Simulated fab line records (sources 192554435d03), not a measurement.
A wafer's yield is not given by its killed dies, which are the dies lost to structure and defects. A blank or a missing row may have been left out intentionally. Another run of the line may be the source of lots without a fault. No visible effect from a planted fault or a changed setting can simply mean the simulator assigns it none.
fab line records ; flow n5Finfet
[record] lots = 5; wafers = 15; lastDay = 18
route steps=1938 shown PMOS_HMC_CHANNEL_EPI@57 BEOL_M4@1111 PASSIVATION@1936
lots with no fault: from the same line, run without faults
startH: start of the lot's first displayed wafer, in hours after the record's first day ; waitH: hours since the lot's step before ; " identical to the entry in the row above ; L1.1+2: one row covering several wafers at once ; - either no value or no given start ; * or withheld: withheld ; < > ~ a bound
route shown NAME@n: a module of which the file shows steps, and the number in the route of the first ; usual: mean/standard deviation of fault-free wafers ; same: alike in all rows ; chamber/n: place in a boat ; sites: each site's reading ; _std_site: the values' standard deviation ; _edge_site: the outer-site mean with the inner-site mean subtracted ; radiusMm: how far each site lies from the wafer's centre ; mask NAME#n: copy n ; behind: tool/chamber where the wafer was last shaped ; hold: the reason the lot was held/the length of the hold in hours/how it ended ; device: the transistor (n, p or np) that didn't switch ; end of line: the same wafers' tests at the end of the route ; a step without rows: its recipe alone ; killed: not the wafer's yield, but the dies lost to structure and defects at the first sort ; map: shows each die of a wafer: x if killed, . if not, _ if none is there
set.NAME: setting as actually run; set.NAME@STEP: the setting as run at that earlier step ; model.NAME: the simulator's own value behind a step, which no gauge read
a table for each step, a row for each wafer; lots at some steps of the route
services: when a tool's chamber went out of use (startH, in hours from the record's first day, below 0 if earlier), for how many hours, and the reason
[[steps]]
[step N5_PMOS_HMC_CHANNEL_EPI_HM_DEP_34]
[recipe] material = SiO2; targetThkA = 360; tempC = 400; precursor = TEOS/O2; pressureTorr = 6.5; rfW = 900; teosFlowSccm = 161.4; gas = O2; flowSccm = 2650; timeS = 6.9
[step N5_PMOS_HMC_CHANNEL_EPI_COAT_31]
[recipe] resist = BARC; tempC = 205; timeS = 60; spinRpm = 1500; resistThkNm = 66
[step N5_PMOS_HMC_CHANNEL_EPI_COAT_03]
[recipe] resist = CAR-ArF-block; spinRpm = 1500; resistThkNm = 205
[step N5_PMOS_HMC_CHANNEL_EPI_EBR_05]
[recipe] solvent = PGMEA; ebrWidthMm = 1.5
[step N5_PMOS_HMC_CHANNEL_EPI_SOFTBAKE_04]
[recipe] tempC = 110; timeS = 60; resist = CAR-ArF-block
[step N5_PMOS_HMC_CHANNEL_EPI_EXPOSE_06]
[recipe] maskId = PMOS_HMC_BLK; na = 1.35; sourceShape = conventional; sigmaOuter = 0.8; polarization = unpolarized; targetCdNm = 240; doseMj = 41
[step N5_PMOS_HMC_CHANNEL_EPI_PEB_07]
[recipe] pebTempC = 110; pebTimeS = 60; resist = CAR-ArF-block
[step N5_PMOS_HMC_CHANNEL_EPI_DEVELOP_08]
[recipe] developTimeS = 30; developer = TMAH; resist = CAR-ArF-block; devTempC = 23; rinseLiquid = diw; dry = airSpin
[step N5_PMOS_HMC_CHANNEL_EPI_DESCUM_14]
[recipe] chemistry = O2; timeS = 7.9; sourcePowerW = 50; biasPowerW = 20; pressureMtorr = 20; rfFrequencyHz = 2.712e+07; tempC = 40; resist = CAR-ArF-block; o2FlowSccm = 225
[step N5_PMOS_HMC_CHANNEL_EPI_ETCH_32]
[recipe] chemistry = N2/H2; target = BARC; stopOn = SiO2; targetDepthA = 858; overEtchFrac = 0.3; timeS = 50.3; ionEnergyEv = 200; maskMaterial = CAR-ArF-block; pressureMtorr = 30; sourceW = 840; biasW = 150; n2FlowSccm = 200; h2FlowSccm = 200
[usual] biasW = 150.0/0.46; chamberPressureMTorr = 30.00/0.032; drypumpMotorCurrentA = 5.6/0.42; oesProductAu = 0.68/0.078; rfVppV = 523.2/1.6; showerheadPlenumPTorr = 2.52/0.062; throttleValvePct = 17.96/0.27
lot.wafer;tool;chamber;startH;waitH;biasW;chamberPressureMTorr;drypumpMotorCurrentA;oesProductAu;rfHoursCounterH;rfVppV;showerheadPlenumPTorr;throttleValvePct;model.CAR-ArF-block_of_PMOS_HMC_CHANNEL_EPI_COAT_03.thkNm;model.PMOS_HMC_CHANNEL_EPI.cdNm
L880.2;rieDiel-03;3;113.00;0.0;-;-;-;-;-;-;-;-;197.6;236.3
L880.4;rieDiel-03;3;113.00;0.0;-;-;-;-;-;-;-;-;198.2;236.7
L880.5;rieDiel-03;2;113.00;0.0;-;-;-;-;-;-;-;-;198.1;237.3
L881.3;rieDiel-06;0;119.61;0.0;-;-;-;-;-;-;-;-;197.7;237.5
L881.5;rieDiel-06;2;119.61;0.0;-;-;-;-;-;-;-;-;197.3;237.4
L881.6;rieDiel-06;3;119.61;0.0;-;-;-;-;-;-;-;-;197;235.7
L882.4;rieDiel-06;2;125.49;0.0;-;-;-;-;-;-;-;-;198.6;238
L882.5;rieDiel-06;1;125.49;0.0;-;-;-;-;-;-;-;-;198.9;236.2
L882.6;rieDiel-06;0;125.49;0.0;-;-;-;-;-;-;-;-;199.2;236
L884.1;rieDiel-06;0;138.18;0.0;149.9;30.01;5.2;0.74;58;521.5;2.46;17.54;137.1;239.9
L884.2;rieDiel-06;2;138.18;0.0;149.4;29.96;6.0;0.61;207;521.5;2.51;17.92;135.2;239.9
L884.5;rieDiel-06;1;138.18;0.0;149.9;29.99;5.7;0.64;-;523.0;2.54;18.08;134.2;240.3
L887.3;rieDiel-06;1;155.82;0.0;150.7;30.02;5.7;0.64;165;524.0;2.54;18.08;133.1;240.6
L887.4;rieDiel-06;0;155.82;0.0;149.7;29.98;5.2;0.73;62;522.7;2.46;17.58;136.1;240
L887.6;rieDiel-06;0;155.82;0.0;150.3;30.03;5.2;0.72;-;522.2;2.46;17.56;136.4;239.2
[step N5_PMOS_HMC_CHANNEL_EPI_HM_OPEN_15]
[recipe] chemistry = CHF3/O2; target = SiO2; maskMaterial = CAR-ArF-block; targetDepthA = 406; CHF3_flow_sccm = 50; O2_flow_sccm = 5; Ar_flow_sccm = 200; timeS = 20.3; pressureMtorr = 30; sourceW = 650; biasW = 170; ionEnergyEv = 200
[usual] O2_flow_sccm = 4.998/0.014; drypumpMotorCurrentA = 5.6/0.42; oes_o_777_au = 0.79/0.096; oesProductAu = 0.79/0.094; rfVppV = 528/21; showerheadPlenumPTorr = 2.39/0.054; throttleValvePct = 18.93/0.2
lot.wafer;tool;chamber;startH;waitH;O2_flow_sccm;drypumpMotorCurrentA;oes_o_777_au;oesProductAu;rfHoursCounterH;rfVppV;showerheadPlenumPTorr;throttleValvePct;model.CAR-ArF-block_of_PMOS_HMC_CHANNEL_EPI_COAT_03.thkNm
L880.2;rieDiel-03;3;113.04;0.0;4.992;6.4;0.93;0.34;26;518;2.47;18.95;154
L880.4;rieDiel-03;3;113.04;0.0;5.013;6.3;0.93;0.34;-;519;2.47;18.97;154.7
L880.5;rieDiel-03;2;113.04;0.0;5.023;5.3;0.69;0.25;-;528;2.38;18.81;157.6
L881.3;rieDiel-06;0;119.66;0.0;4.988;5.2;0.84;0.33;51;520;2.34;18.52;158.3
L881.5;rieDiel-06;2;119.66;0.0;5.002;6.1;0.71;0.27;-;515;2.38;18.89;158.1
L881.6;rieDiel-06;3;119.66;0.0;4.999;6.2;0.90;0.35;-;533;2.47;18.68;155.3
L882.4;rieDiel-06;2;125.54;0.0;4.998;6.1;0.71;0.26;-;514;2.38;18.89;159.3
L882.5;rieDiel-06;1;125.54;0.0;4.994;5.7;0.73;0.28;-;562;2.38;18.85;158
L882.6;rieDiel-06;0;125.54;0.0;4.999;5.2;0.84;0.32;-;521;2.34;18.52;159.8
L884.1;rieDiel-06;0;138.23;0.0;5.021;5.2;0.84;0.82;58;521;2.33;18.63;97.77
L884.2;rieDiel-06;2;138.23;0.0;4.969;6.1;0.71;0.71;207;515;2.37;19.00;96.28
L884.5;rieDiel-06;1;138.23;0.0;5.009;5.7;0.72;0.75;-;564;2.38;18.97;93.01
L887.3;rieDiel-06;1;155.86;0.0;5.010;5.7;0.72;0.75;165;564;2.38;18.98;92.07
L887.4;rieDiel-06;0;155.86;0.0;5.000;5.2;0.83;0.83;63;520;2.33;18.64;96.54
L887.6;rieDiel-06;0;155.86;0.0;4.992;5.2;0.83;0.83;-;521;2.33;18.63;96.32
[step N5_PMOS_HMC_CHANNEL_EPI_STRIP_33]
[recipe] chemistry = N2/H2; powerW = 500; tempC = 40; pressureMtorr = 50; rfFrequencyHz = 6e+07; overashFraction = 0.3; biasPowerW = 8; h2Frac = 0.5; n2FlowSccm = 300; h2FlowSccm = 300
[step N5_PMOS_HMC_CHANNEL_EPI_STRIP_17]
[recipe] chemistry = SPM; timeS = 750; tempC = 130; h2so4H2o2VolRatio = 4; dry = ipaMarangoni
[step N5_PMOS_HMC_CHANNEL_EPI_ETCH_38]
[recipe] chemistry = CF4; target = SiO2; targetDepthA = 15; ionEnergyEv = 350; pressureMtorr = 10; icpW = 800; biasW = 400; cf4FlowSccm = 80
[step N5_PMOS_HMC_CHANNEL_EPI_FIN_RECESS_16]
[recipe] chemistry = HBr/Cl2; target = Si; maskMaterial = SiO2; targetDepthA = 540; timeS = 18; pressureMtorr = 10; icpW = 800; biasW = 75; HBr_flow_sccm = 150; Cl2_flow_sccm = 80
[usual] drypumpMotorCurrentA = 5.8/0.48; oesProductAu = 0.996/0.015; throttleValvePct = 35.6/0.54
lot.wafer;tool;chamber;startH;waitH;drypumpMotorCurrentA;oesProductAu;rfHoursCounterH;throttleValvePct;model.PMOS_HMC_CHANNEL_EPI.cdNm
L880.2;rieSi-02;3;113.44;0.0;6.6;0.978;121;36.0;236.2
L880.4;rieSi-02;1;113.44;0.0;5.3;1.003;35;35.9;236.6
L880.5;rieSi-02;0;113.44;0.0;5.5;1.012;-;35.4;237.3
L881.3;rieSi-03;2;120.03;0.0;6.1;1.011;82;36.6;237.6
L881.5;rieSi-03;0;120.03;0.0;6.4;1.005;-;35.6;237.5
L881.6;rieSi-03;1;120.03;0.0;5.8;1.012;-;35.0;235.8
L882.4;rieSi-03;0;125.89;0.0;6.4;0.999;42;35.6;238
L882.5;rieSi-03;2;125.89;0.0;6.1;1.008;-;36.6;236.2
L882.6;rieSi-03;3;125.89;0.0;5.0;0.973;-;34.8;235.9
L884.1;rieSi-03;3;138.81;0.0;5.0;0.973;4;34.8;239.8
L884.2;rieSi-03;2;138.81;0.0;6.1;1.008;83;36.6;239.7
L884.5;rieSi-03;0;138.81;0.0;6.4;1.007;-;35.6;240.1
L887.3;rieSi-02;1;156.24;0.0;5.3;1.008;36;35.9;240.2
L887.4;rieSi-02;3;156.24;0.0;6.6;0.977;122;36.0;239.9
L887.6;rieSi-02;2;156.24;0.0;6.0;0.984;-;35.3;239.1
[step N5_PMOS_HMC_CHANNEL_EPI_PRECLEAN_36]
[recipe] chemistry = O3/DIW; timeS = 45; tempC = 22; o3Ppm = 10
[step N5_BEOL_M4_RC_MEAS_101]
[usual] DIBL_N = 36.0/2.5; DIBL_P = 36.2/3; IOFF_N = 0.16/0.044; IOFF_P = 0.21/0.049; ION_N = 671/15; ION_P = 461/8.7; SS_N = 71.5/0.72; SS_P = 73.4/0.9; VT_N = 251/4.4; VT_P = -250/4
lot.wafer;tool;chamber;startH;waitH;DIBL_N[mV/V];DIBL_P[mV/V];IOFF_N[nA/um];IOFF_P[nA/um];ION_N[uA/um];ION_P[uA/um];SS_N[mV/dec];SS_P[mV/dec];VT_N[mV];VT_P[mV]
L884.1;prober-02;0;306.64;0.0;35.1;34.4;0.13;0.18;656;455;72.0;72.7;254;-252
L884.2;prober-02;0;306.64;0.0;28.9;27.9;0.06;0.12;631;444;70.0;70.5;261;-256
L884.5;prober-02;0;306.64;0.0;31.9;31.1;0.09;0.14;642;453;70.7;72.2;257;-252
L887.3;prober-02;0;319.01;0.3;30.4;29.3;0.07;0.10;638;438;70.0;71.8;261;-263
L887.4;prober-02;0;319.01;0.3;35.3;35.9;0.12;0.18;662;456;71.2;73.4;256;-255
L887.6;prober-02;0;319.01;0.3;33.7;33.6;0.11;0.14;660;453;71.0;73.0;256;-258
[step N5_PASSIVATION_PROBE_49]
[usual] defectLimitedYield = 91.7/1.4; killed_at_M0_to_M3 = 31/11; killed_at_M4_up = 13/4.6; killedAtContacts = 13/6.7; killedAtFrontEnd = 39/9.6; killedAtOther = 3.5/2.8; killedDies = 98/16; killedOnRim = 13/4.2; killedOpen = 64/11; killedShort = 33/8.5; sort_bin_5_function = 4.9/0.96; sort_bin_6_memory = 3.1/0.59; sort_bin_8_speed = 0.2/1.3; sortNPass = 1080/23; sortYieldPct = 91.5/1.9
[same] grossDies = 1180; killedAtBackSide = 0; sort_bin_4_leakage[%] = 0
lot.wafer;tool;chamber;startH;waitH;defectLimitedYield[%];killed_at_M0_to_M3;killed_at_M4_up;killedAtContacts;killedAtFrontEnd;killedAtOther;killedDies;killedOnRim;killedOpen;killedShort;sort_bin_5_function[%];sort_bin_6_memory[%];sort_bin_8_speed[%];sortNPass;sortYieldPct[%]
L880.2;prober-02;-;377.55;0.1;0;33;6;9;1126;6;1180;152;52;34;96.4;3.4;0;0;0
L880.4;prober-02;-;377.65;0.2;0;44;14;12;1102;8;1180;152;78;52;95.5;3.9;0;0;0
L880.5;prober-02;-;377.70;0.2;0;56;5;2;1112;5;1180;152;80;37;96.3;3.3;0;0;0
L882.4;prober-02;-;388.06;0.2;0;37;7;3;1125;8;1180;152;67;30;97.3;2.6;0;0;0
L882.5;prober-02;-;388.11;0.2;0;31;8;12;1125;4;1180;152;64;26;96.6;3.3;0;0;0
L882.6;prober-02;-;388.16;0.3;0;29;10;17;1112;12;1180;152;60;28;97.1;2.4;0;0;0
L881.3;prober-01;-;409.37;0.1;0;46;14;12;1106;2;1180;152;96;36;95.3;4.4;0;0;0
L881.5;prober-01;-;409.47;0.2;0;68;13;13;1083;3;1180;152;100;55;94.9;4.6;0;0;0
L881.6;prober-01;-;409.52;0.3;0;73;8;9;1084;6;1180;152;113;54;95.2;4.3;0;0;0
L884.5;prober-01;-;414.57;0.4;92.7;21;16;11;34;4;86;8;66;19;4.7;2.4;0;1094;92.7
// killed by level:class
L880.2 PMOS_HMC_CHANNEL_EPI:areaEtch=1094 FIN_SAQP:geometricParticle:open=8 BEOL_M0_SAQP:geometricParticle:open=8 BEOL_M0_SAQP:geometricParticle:short=7 BEOL_M3:geometricParticle:open=6 STI_FIN_REVEAL:geometricParticle:open=6 MOL_CONTACT_COAG:geometricParticle:open=6 BEOL_M1:geometricParticle:open=6
L880.4 PMOS_HMC_CHANNEL_EPI:areaEtch=1050 STI_FIN_REVEAL:geometricParticle:open=18 MOL_CONTACT_COAG:geometricParticle:open=10 GATE_CUT:geometricParticle:short=8 BEOL_M0_SAQP:geometricParticle:short=8 BEOL_M3:geometricParticle:open=8 BEOL_M1:geometricParticle:open=6 BEOL_M1:geometricParticle:short=6
L880.5 PMOS_HMC_CHANNEL_EPI:areaEtch=1063 BEOL_M0_SAQP:geometricParticle:open=22 FIN_SAQP:geometricParticle:open=15 BEOL_M0_SAQP:geometricParticle:short=15 STI_FIN_REVEAL:geometricParticle:open=9 FIN_SAQP:geometricParticle:short=7 BEOL_M2:geometricParticle:open=7 DUMMY_GATE:geometricParticle:open=5
L882.4 PMOS_HMC_CHANNEL_EPI:areaEtch=1082 FIN_SAQP:geometricParticle:open=16 BEOL_M0_SAQP:geometricParticle:short=12 BEOL_M0_SAQP:geometricParticle:open=11 BEOL_M3:geometricParticle:open=7 STI_FIN_REVEAL:geometricParticle:open=7 DUMMY_GATE:geometricParticle:open=5 MIM_TOP:geometricParticle:short=5
L882.5 PMOS_HMC_CHANNEL_EPI:areaEtch=1090 MOL_CONTACT_COAG:geometricParticle:open=11 STI_FIN_REVEAL:geometricParticle:open=10 FIN_SAQP:geometricParticle:open=8 BEOL_M3:geometricParticle:open=8 BEOL_M0_SAQP:geometricParticle:short=8 BEOL_M0_SAQP:geometricParticle:open=5 BEOL_M1:geometricParticle:open=5
L882.6 PMOS_HMC_CHANNEL_EPI:areaEtch=1091 MOL_CONTACT_COAG:geometricParticle:open=14 FIN_SAQP:geometricParticle:open=7 BEOL_M0_SAQP:geometricParticle:open=6 BEOL_M0_SAQP:geometricParticle:short=6 BEOL_M2:geometricParticle:open=6 BEOL_M2:geometricParticle:short=4 BEOL_M3:geometricParticle:open=4
L881.3 PMOS_HMC_CHANNEL_EPI:areaEtch=1047 FIN_SAQP:geometricParticle:open=27 STI_FIN_REVEAL:geometricParticle:open=10 MOL_CONTACT_COAG:geometricParticle:open=10 BEOL_M0_SAQP:geometricParticle:open=10 FIN_SAQP:geometricParticle:short=9 BEOL_M1:geometricParticle:open=9 BEOL_M3:geometricParticle:open=9
L881.5 PMOS_HMC_CHANNEL_EPI:areaEtch=1023 FIN_SAQP:geometricParticle:open=23 BEOL_M0_SAQP:geometricParticle:open=23 BEOL_M0_SAQP:geometricParticle:short=21 STI_FIN_REVEAL:geometricParticle:open=11 GATE_CUT:geometricParticle:short=8 MOL_CONTACT_COAG:geometricParticle:open=7 MOL_CONTACT_COAG:geometricParticle:short=6
L881.6 PMOS_HMC_CHANNEL_EPI:areaEtch=1013 FIN_SAQP:geometricParticle:open=44 BEOL_M0_SAQP:geometricParticle:open=20 BEOL_M0_SAQP:geometricParticle:short=17 BEOL_M2:geometricParticle:short=10 BEOL_M3:geometricParticle:open=9 MOL_CONTACT_COAG:geometricParticle:open=7 STI_FIN_REVEAL:geometricParticle:open=6
L884.5 STI_FIN_REVEAL:geometricParticle:open=9 MOL_CONTACT_COAG:geometricParticle:open=9 BEOL_M4:geometricParticle:open=9 BEOL_M2:geometricParticle:open=8 FIN_SAQP:geometricParticle:open=5 BEOL_M3:geometricParticle:open=5 STI_FIN_REVEAL:geometricParticle:short=5 GATE_CUT:geometricParticle:open=4
// map L880.2 (x killed, . not)
_________________xxxxxxxxxxxx________________
______________xxxxxxxxxxxxxxxxxx_____________
___________xxxxxxxxxxxxxxxxxxxxxxxx__________
__________xxxxxxxxxxxxxxxxxxxxxxxxxx_________
________xxxxxxxxxxxxxxxxxxxxxxxxxxxxxx_______
_______xxxxxxxxxxxxxxxxxxxxxxxxxxxxxxxx______
______xxxxxxxxxxxxxxxxxxxxxxxxxxxxxxxxxx_____
_____xxxxxxxxxxxxxxxxxxxxxxxxxxxxxxxxxxxx____
____xxxxxxxxxxxxxxxxxxxxxxxxxxxxxxxxxxxxxx___
___xxxxxxxxxxxxxxxxxxxxxxxxxxxxxxxxxxxxxxxx__
___xxxxxxxxxxxxxxxxxxxxxxxxxxxxxxxxxxxxxxxx__
__xxxxxxxxxxxxxxxxxxxxxxxxxxxxxxxxxxxxxxxxxx_
__xxxxxxxxxxxxxxxxxxxxxxxxxxxxxxxxxxxxxxxxxx_
_xxxxxxxxxxxxxxxxxxxxxxxxxxxxxxxxxxxxxxxxxxxx
_xxxxxxxxxxxxxxxxxxxxxxxxxxxxxxxxxxxxxxxxxxxx
_xxxxxxxxxxxxxxxxxxxxxxxxxxxxxxxxxxxxxxxxxxxx
_xxxxxxxxxxxxxxxxxxxxxxxxxxxxxxxxxxxxxxxxxxxx
_xxxxxxxxxxxxxxxxxxxxxxxxxxxxxxxxxxxxxxxxxxxx
_xxxxxxxxxxxxxxxxxxxxxxxxxxxxxxxxxxxxxxxxxxxx
_xxxxxxxxxxxxxxxxxxxxxxxxxxxxxxxxxxxxxxxxxxxx
_xxxxxxxxxxxxxxxxxxxxxxxxxxxxxxxxxxxxxxxxxxxx
__xxxxxxxxxxxxxxxxxxxxxxxxxxxxxxxxxxxxxxxxxx_
__xxxxxxxxxxxxxxxxxxxxxxxxxxxxxxxxxxxxxxxxxx_
___xxxxxxxxxxxxxxxxxxxxxxxxxxxxxxxxxxxxxxxx__
___xxxxxxxxxxxxxxxxxxxxxxxxxxxxxxxxxxxxxxxx__
____xxxxxxxxxxxxxxxxxxxxxxxxxxxxxxxxxxxxxx___
_____xxxxxxxxxxxxxxxxxxxxxxxxxxxxxxxxxxxx____
______xxxxxxxxxxxxxxxxxxxxxxxxxxxxxxxxxx_____
_______xxxxxxxxxxxxxxxxxxxxxxxxxxxxxxxx______
________xxxxxxxxxxxxxxxxxxxxxxxxxxxxxx_______
__________xxxxxxxxxxxxxxxxxxxxxxxxxx_________
___________xxxxxxxxxxxxxxxxxxxxxxxx__________
______________xxxxxxxxxxxxxxxxxx_____________
_________________xxxxxxxxxxxx________________
// map L881.3 (x killed, . not)
_________________xxxxxxxxxxxx________________
______________xxxxxxxxxxxxxxxxxx_____________
___________xxxxxxxxxxxxxxxxxxxxxxxx__________
__________xxxxxxxxxxxxxxxxxxxxxxxxxx_________
________xxxxxxxxxxxxxxxxxxxxxxxxxxxxxx_______
_______xxxxxxxxxxxxxxxxxxxxxxxxxxxxxxxx______
______xxxxxxxxxxxxxxxxxxxxxxxxxxxxxxxxxx_____
_____xxxxxxxxxxxxxxxxxxxxxxxxxxxxxxxxxxxx____
____xxxxxxxxxxxxxxxxxxxxxxxxxxxxxxxxxxxxxx___
___xxxxxxxxxxxxxxxxxxxxxxxxxxxxxxxxxxxxxxxx__
___xxxxxxxxxxxxxxxxxxxxxxxxxxxxxxxxxxxxxxxx__
__xxxxxxxxxxxxxxxxxxxxxxxxxxxxxxxxxxxxxxxxxx_
__xxxxxxxxxxxxxxxxxxxxxxxxxxxxxxxxxxxxxxxxxx_
_xxxxxxxxxxxxxxxxxxxxxxxxxxxxxxxxxxxxxxxxxxxx
_xxxxxxxxxxxxxxxxxxxxxxxxxxxxxxxxxxxxxxxxxxxx
_xxxxxxxxxxxxxxxxxxxxxxxxxxxxxxxxxxxxxxxxxxxx
_xxxxxxxxxxxxxxxxxxxxxxxxxxxxxxxxxxxxxxxxxxxx
_xxxxxxxxxxxxxxxxxxxxxxxxxxxxxxxxxxxxxxxxxxxx
_xxxxxxxxxxxxxxxxxxxxxxxxxxxxxxxxxxxxxxxxxxxx
_xxxxxxxxxxxxxxxxxxxxxxxxxxxxxxxxxxxxxxxxxxxx
_xxxxxxxxxxxxxxxxxxxxxxxxxxxxxxxxxxxxxxxxxxxx
__xxxxxxxxxxxxxxxxxxxxxxxxxxxxxxxxxxxxxxxxxx_
__xxxxxxxxxxxxxxxxxxxxxxxxxxxxxxxxxxxxxxxxxx_
___xxxxxxxxxxxxxxxxxxxxxxxxxxxxxxxxxxxxxxxx__
___xxxxxxxxxxxxxxxxxxxxxxxxxxxxxxxxxxxxxxxx__
____xxxxxxxxxxxxxxxxxxxxxxxxxxxxxxxxxxxxxx___
_____xxxxxxxxxxxxxxxxxxxxxxxxxxxxxxxxxxxx____
______xxxxxxxxxxxxxxxxxxxxxxxxxxxxxxxxxx_____
_______xxxxxxxxxxxxxxxxxxxxxxxxxxxxxxxx______
________xxxxxxxxxxxxxxxxxxxxxxxxxxxxxx_______
__________xxxxxxxxxxxxxxxxxxxxxxxxxx_________
___________xxxxxxxxxxxxxxxxxxxxxxxx__________
______________xxxxxxxxxxxxxxxxxx_____________
_________________xxxxxxxxxxxx________________
[[services]]
tool;chamber;startH;hours;kind
rieDiel-03;1;94.69;-;clean
rieDiel-03;1;94.69;-;consumableReplace:focusRing
rieDiel-03;1;94.69;-;consumableReplace:showerhead
rieDiel-03;1;94.69;23.9;scheduledDown
rieDiel-03;1;94.69;23.9;ventCycle
rieSi-02;0;119.99;15.0;repair
rieDiel-06;3;133.56;10.2;repair
rieDiel-03;1;146.18;2.5;repair
[[key]]
[firstSign] step = N5_PMOS_HMC_CHANNEL_EPI_ETCH_32; reading = toolRecord; direction = missing
[effect] step = N5_PMOS_HMC_CHANNEL_EPI_HM_OPEN_15; reading = oesProductAu; direction = down; sigmas = 5.2; usual = 0.79; struck = 0.31
[effect] step = N5_PASSIVATION_PROBE_49; reading = killedAtFrontEnd; direction = up; sigmas = 99+; usual = 39; struck = 1108
[modelEffect] step = N5_PMOS_HMC_CHANNEL_EPI_ETCH_32; value = CAR-ArF-block_of_PMOS_HMC_CHANNEL_EPI_COAT_03.thkNm; without = 132.6; struck = 198.1
[modelEffect] step = N5_PMOS_HMC_CHANNEL_EPI_HM_OPEN_15; value = CAR-ArF-block_of_PMOS_HMC_CHANNEL_EPI_COAT_03.thkNm; without = 91.78; struck = 157.2
[modelEffect] step = N5_PMOS_HMC_CHANNEL_EPI_FIN_RECESS_16; value = PMOS_HMC_CHANNEL_EPI.cdNm; without = 240; struck = 236.8
[moreKillsBornAt] N5_PMOS_HMC_CHANNEL_EPI_ETCH_32@rieDiel-06 = 6346; N5_PMOS_HMC_CHANNEL_EPI_ETCH_32@rieDiel-03 = 3207
metAt N5_PMOS_HMC_CHANNEL_EPI_ETCH_32
struckWafers L880.2,L880.4,L880.5,L881.3,L881.5,L881.6,L882.4,L882.5,L882.6
laterRowsLeftOut L880.2,L880.4,L880.5,L881.3,L881.5,L881.6,L882.4,L882.5,L882.6
[fault] kind = skippedStepWhole; tool = rieDiel-03,rieDiel-06; chamber = -; onsetH = 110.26; steps = N5_PMOS_HMC_CHANNEL_EPI_ETCH_32; scope = struckLotsOnly
// laterRowsLeftOut: the simulator's readings of these wafers behind a module that went badly wrong aren't trusted and aren't shown, but for the sort
